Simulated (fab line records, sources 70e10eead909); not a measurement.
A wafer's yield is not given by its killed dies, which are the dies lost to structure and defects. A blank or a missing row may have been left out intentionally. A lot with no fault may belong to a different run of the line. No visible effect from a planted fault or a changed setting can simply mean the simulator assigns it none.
Chamber matching / flow nand_harc / rie_diel-11 running NHARC_A_CHANNEL_HOLE_D1_DESCUM_15: 4 sister chambers
The step chemistry O2, time 3 s. 14 wafers are shown with their chamber, then 7 later ones without.

## WAFERS PAIRED WITH THEIR CHAMBERS
wafer=L075.1; chamber=1; showerhead_plenum_p_Torr (Torr)=1.99; drypump_motor_current_A (A)=6.1; oes_product_au (a.u.)=0.986
wafer=L075.5; chamber=2; showerhead_plenum_p_Torr (Torr)=1.99; drypump_motor_current_A (A)=6.3; oes_product_au (a.u.)=1.003
wafer=L075.6; chamber=1; showerhead_plenum_p_Torr (Torr)=1.99; drypump_motor_current_A (A)=6.0; oes_product_au (a.u.)=0.978
wafer=L076.2; chamber=2; showerhead_plenum_p_Torr (Torr)=1.99; drypump_motor_current_A (A)=6.3; oes_product_au (a.u.)=1.011
wafer=L076.4; chamber=0; showerhead_plenum_p_Torr (Torr)=1.92; drypump_motor_current_A (A)=6.3; oes_product_au (a.u.)=1.001
wafer=L076.6; chamber=1; showerhead_plenum_p_Torr (Torr)=1.99; drypump_motor_current_A (A)=6.0; oes_product_au (a.u.)=0.988
wafer=L087.3; chamber=3; showerhead_plenum_p_Torr (Torr)=1.91; drypump_motor_current_A (A)=5.6; oes_product_au (a.u.)=1.004
wafer=L087.5; chamber=3; showerhead_plenum_p_Torr (Torr)=1.91; drypump_motor_current_A (A)=5.6; oes_product_au (a.u.)=0.992
wafer=L087.6; chamber=0; showerhead_plenum_p_Torr (Torr)=1.91; drypump_motor_current_A (A)=6.3; oes_product_au (a.u.)=0.993
wafer=L085.1; chamber=1; showerhead_plenum_p_Torr (Torr)=1.99; drypump_motor_current_A (A)=6.0; oes_product_au (a.u.)=0.979
wafer=L085.5; chamber=2; showerhead_plenum_p_Torr (Torr)=1.99; drypump_motor_current_A (A)=6.2; oes_product_au (a.u.)=1.013
wafer=L085.6; chamber=1; showerhead_plenum_p_Torr (Torr)=1.99; drypump_motor_current_A (A)=6.1; oes_product_au (a.u.)=0.989
wafer=L090.1; chamber=1; showerhead_plenum_p_Torr (Torr)=1.99; drypump_motor_current_A (A)=6.0; oes_product_au (a.u.)=0.987
wafer=L090.3; chamber=0; showerhead_plenum_p_Torr (Torr)=1.91; drypump_motor_current_A (A)=6.3; oes_product_au (a.u.)=1.004

SIGNATURES (averages over the wafers above)
reading=showerhead_plenum_p_Torr; chamber 0=1.9133; chamber 1=1.9900; chamber 2=1.9900; chamber 3=1.9100; scatter within a chamber=0.00258
reading=drypump_motor_current_A; chamber 0=6.300; chamber 1=6.033; chamber 2=6.267; chamber 3=5.600; scatter within a chamber=0.0447
reading=oes_product_au; chamber 0=0.99933; chamber 1=0.98450; chamber 2=1.00900; chamber 3=0.99800; scatter within a chamber=0.00553
Rule: for a wafer and a chamber, the distance is found by dividing, reading by reading, the gap between the wafer's reading and the chamber's mean by the reading's scatter, squaring, summing and taking the root. The wafer belongs to the nearest chamber; if the next one is less than 2 further off, it can't be placed. How the scatter is found: for the shown wafers, subtract from each reading the mean of its chamber, square and add these, divide the total by (wafers less chambers), then take the root.

## WAFERS MISSING THEIR CHAMBER
wafer=L090.6; showerhead_plenum_p_Torr (Torr)=1.99; drypump_motor_current_A (A)=6.3; oes_product_au (a.u.)=1.008
wafer=L091.1; showerhead_plenum_p_Torr (Torr)=1.91; drypump_motor_current_A (A)=6.3; oes_product_au (a.u.)=0.989
wafer=L091.5; showerhead_plenum_p_Torr (Torr)=1.99; drypump_motor_current_A (A)=6.0; oes_product_au (a.u.)=0.998
wafer=L091.6; showerhead_plenum_p_Torr (Torr)=1.91; drypump_motor_current_A (A)=6.3; oes_product_au (a.u.)=0.997
wafer=L095.1; showerhead_plenum_p_Torr (Torr)=1.98; drypump_motor_current_A (A)=6.1; oes_product_au (a.u.)=0.991
wafer=L095.2; showerhead_plenum_p_Torr (Torr)=1.91; drypump_motor_current_A (A)=5.6; oes_product_au (a.u.)=1.003
wafer=L095.3; showerhead_plenum_p_Torr (Torr)=1.91; drypump_motor_current_A (A)=6.3; oes_product_au (a.u.)=1.004

## WHICH CHAMBER EACH WENT THROUGH
wafer=L090.6; from the rows above=2; in truth=2
wafer=L091.1; from the rows above=0; in truth=0
wafer=L091.5; from the rows above=1; in truth=1
wafer=L091.6; from the rows above=0; in truth=0
wafer=L095.1; from the rows above=can't be placed: 1 or 2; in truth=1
wafer=L095.2; from the rows above=3; in truth=3
wafer=L095.3; from the rows above=0; in truth=0
Correctly placed: 6 of 7. These rows do not allow placing 1 (true chamber among the candidates in 1). 0 placed wrongly.
